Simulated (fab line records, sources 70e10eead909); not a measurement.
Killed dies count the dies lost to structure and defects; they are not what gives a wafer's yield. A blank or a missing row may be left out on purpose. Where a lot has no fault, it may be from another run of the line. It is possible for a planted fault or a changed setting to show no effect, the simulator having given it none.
Matching of chambers	flow nand harc	NHARC_A_DECK1_JOINT_DEP_16 on pecvd-02 has 3 sister chambers
The step deposits SiO2, target thk 45 nm. 3 wafers are shown with their chamber, then 8 later ones without.

## EACH WAFER AND ITS CHAMBER
wafer	chamber	throttle valve pct (%)
L154.4	2	15.7
L155.4	1	16.7
L158.3	0	17.3

## WAFERS WITHOUT THEIR CHAMBER
wafer	throttle valve pct (%)
L158.4	15.7
L158.6	16.8
L160.4	15.9
L160.5	16.7
L160.6	17.4
L164.4	15.9
L164.5	16.9
L164.6	17.1

## WHICH CHAMBER EACH WENT THROUGH
wafer	from the rows above	in truth
L158.4	2	2
L158.6	1	1
L160.4	2	2
L160.5	1	1
L160.6	0	0
L164.4	2	2
L164.5	can't be placed: 1 or 0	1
L164.6	can't be placed: 0 or 1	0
Placed correctly: 6 of 8. Can't be placed from these rows: 2 (the true chamber is among the candidates in 2). Wrongly placed: 0.
How it was worked out, from the rows above alone: a wafer's distance from a chamber is the root of the sum, over the readings, of the square of ((its reading less the chamber's mean) divided by the reading's scatter). If the next closest chamber is less than 2 further off than the closest, the wafer can't be placed; otherwise it belongs to the closest. A chamber's mean is the mean of its shown wafers. The scatter: root of mean squared gap, hidden wafer to nearest shown wafer, with one shown wafer a chamber.
